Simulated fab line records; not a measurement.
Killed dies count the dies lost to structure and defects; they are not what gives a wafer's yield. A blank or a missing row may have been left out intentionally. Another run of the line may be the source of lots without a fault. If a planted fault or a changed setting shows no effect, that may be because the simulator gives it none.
Chamber matching :: flow n5_finfet :: 3 sister chambers for N5_BEOL_M0_SAQP_ILD_DEP_01 on pecvd-01
The step deposits SiOC from DEMS/O2, target thk 45.419 nm, time 8.7 s. 22 wafers are shown with their chamber, then 11 later ones without.

WAFERS, EACH WITH ITS CHAMBER
wafer: L074.2
chamber: 1
throttle_valve_pct (%): 11.2
showerhead_plenum_p_Torr (Torr): 5.666
heater_power_w (W): 541

wafer: L074.3
chamber: 0
throttle_valve_pct (%): 12.5
showerhead_plenum_p_Torr (Torr): 5.726
heater_power_w (W): 567

wafer: L074.5
chamber: 1
throttle_valve_pct (%): 11.2
showerhead_plenum_p_Torr (Torr): 5.680
heater_power_w (W): 546

wafer: L076.1
chamber: 2
throttle_valve_pct (%): 12.0
showerhead_plenum_p_Torr (Torr): 5.712
heater_power_w (W): 484

wafer: L076.3
chamber: 0
throttle_valve_pct (%): 12.3
showerhead_plenum_p_Torr (Torr): 5.705
heater_power_w (W): 552

wafer: L076.5
chamber: 0
throttle_valve_pct (%): 12.2
showerhead_plenum_p_Torr (Torr): 5.717
heater_power_w (W): 562

wafer: L079.2
chamber: 1
throttle_valve_pct (%): 11.0
showerhead_plenum_p_Torr (Torr): 5.691
heater_power_w (W): 479

wafer: L079.5
chamber: 0
throttle_valve_pct (%): 12.7
showerhead_plenum_p_Torr (Torr): 5.717
heater_power_w (W): 576

wafer: L079.6
chamber: 1
throttle_valve_pct (%): 11.2
showerhead_plenum_p_Torr (Torr): 5.692
heater_power_w (W): 480

wafer: L080.2
chamber: 1
throttle_valve_pct (%): 11.1
showerhead_plenum_p_Torr (Torr): 5.683
heater_power_w (W): 518

wafer: L080.3
chamber: 0
throttle_valve_pct (%): 12.3
showerhead_plenum_p_Torr (Torr): 5.697
heater_power_w (W): 582

wafer: L080.6
chamber: 0
throttle_valve_pct (%): 12.2
showerhead_plenum_p_Torr (Torr): 5.697
heater_power_w (W): 591

wafer: L081.1
chamber: 2
throttle_valve_pct (%): 12.1
showerhead_plenum_p_Torr (Torr): 5.705
heater_power_w (W): 506

wafer: L081.4
chamber: 2
throttle_valve_pct (%): 11.6
showerhead_plenum_p_Torr (Torr): 5.703
heater_power_w (W): 514

wafer: L081.6
chamber: 0
throttle_valve_pct (%): 12.7
showerhead_plenum_p_Torr (Torr): 5.708
heater_power_w (W): 578

wafer: L083.2
chamber: 0
throttle_valve_pct (%): 12.6
showerhead_plenum_p_Torr (Torr): 5.720
heater_power_w (W): 493

wafer: L083.5
chamber: 1
throttle_valve_pct (%): 11.2
showerhead_plenum_p_Torr (Torr): 5.688
heater_power_w (W): 444

wafer: L083.6
chamber: 0
throttle_valve_pct (%): 12.4
showerhead_plenum_p_Torr (Torr): 5.710
heater_power_w (W): 511

wafer: L088.1
chamber: 2
throttle_valve_pct (%): 11.8
showerhead_plenum_p_Torr (Torr): 5.700
heater_power_w (W): 440

wafer: L088.3
chamber: 0
throttle_valve_pct (%): 12.9
showerhead_plenum_p_Torr (Torr): 5.711
heater_power_w (W): 567

wafer: L088.5
chamber: 0
throttle_valve_pct (%): 12.4
showerhead_plenum_p_Torr (Torr): 5.719
heater_power_w (W): 567

wafer: L089.1
chamber: 2
throttle_valve_pct (%): 11.6
showerhead_plenum_p_Torr (Torr): 5.711
heater_power_w (W): 491

SIGNATURES (averages over the wafers above)
reading: throttle_valve_pct
chamber 0: 12.473
chamber 1: 11.150
chamber 2: 11.820
scatter within a chamber: 0.201

reading: showerhead_plenum_p_Torr
chamber 0: 5.71155
chamber 1: 5.68333
chamber 2: 5.70620
scatter within a chamber: 0.00874

reading: heater_power_w
chamber 0: 558.73
chamber 1: 501.33
chamber 2: 487.00
scatter within a chamber: 32.9
Rule: distance of a wafer from a chamber = root of the sum over the readings of ((wafer's reading minus chamber's mean) / reading's scatter) squared. If the next closest chamber is less than 2 further off than the closest, the wafer can't be placed; otherwise it belongs to the closest. The scatter: take each reading less its chamber's mean, square it, sum over the shown wafers, divide by the number of wafers less the number of chambers, and take the root.

WAFERS MISSING THEIR CHAMBER
wafer: L089.2
throttle_valve_pct (%): 11.3
showerhead_plenum_p_Torr (Torr): 5.687
heater_power_w (W): 451

wafer: L089.5
throttle_valve_pct (%): 11.8
showerhead_plenum_p_Torr (Torr): 5.704
heater_power_w (W): 513

wafer: L091.1
throttle_valve_pct (%): 12.8
showerhead_plenum_p_Torr (Torr): 5.718
heater_power_w (W): 554

wafer: L091.2
throttle_valve_pct (%): 11.3
showerhead_plenum_p_Torr (Torr): 5.677
heater_power_w (W): 554

wafer: L091.5
throttle_valve_pct (%): 11.1
showerhead_plenum_p_Torr (Torr): 5.682
heater_power_w (W): 549

wafer: L090.1
throttle_valve_pct (%): 11.6
showerhead_plenum_p_Torr (Torr): 5.695
heater_power_w (W): 532

wafer: L090.3
throttle_valve_pct (%): 12.7
showerhead_plenum_p_Torr (Torr): 5.700
heater_power_w (W): 492

wafer: L090.4
throttle_valve_pct (%): 11.2
showerhead_plenum_p_Torr (Torr): 5.682
heater_power_w (W): 541

wafer: L093.1
throttle_valve_pct (%): 12.4
showerhead_plenum_p_Torr (Torr): 5.690
heater_power_w (W): 579

wafer: L093.4
throttle_valve_pct (%): 12.7
showerhead_plenum_p_Torr (Torr): 5.711
heater_power_w (W): 581

wafer: L093.5
throttle_valve_pct (%): 12.8
showerhead_plenum_p_Torr (Torr): 5.716
heater_power_w (W): 587

EACH ONE'S CHAMBER
wafer: L089.2
from the rows above: can't be placed: 1 or 2
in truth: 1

wafer: L089.5
from the rows above: 2
in truth: 2

wafer: L091.1
from the rows above: 0
in truth: 0

wafer: L091.2
from the rows above: 1
in truth: 1

wafer: L091.5
from the rows above: 1
in truth: 1

wafer: L090.1
from the rows above: can't be placed: 2 or 1
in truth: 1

wafer: L090.3
from the rows above: can't be placed: 0 or 2
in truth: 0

wafer: L090.4
from the rows above: 1
in truth: 1

wafer: L093.1
from the rows above: can't be placed: 0 or 2
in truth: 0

wafer: L093.4
from the rows above: 0
in truth: 0

wafer: L093.5
from the rows above: 0
in truth: 0
Correct placement for 7 of the 11. From these rows, 4 cannot be placed; in 4 the true chamber is one of the candidates. Placed wrongly: 0.
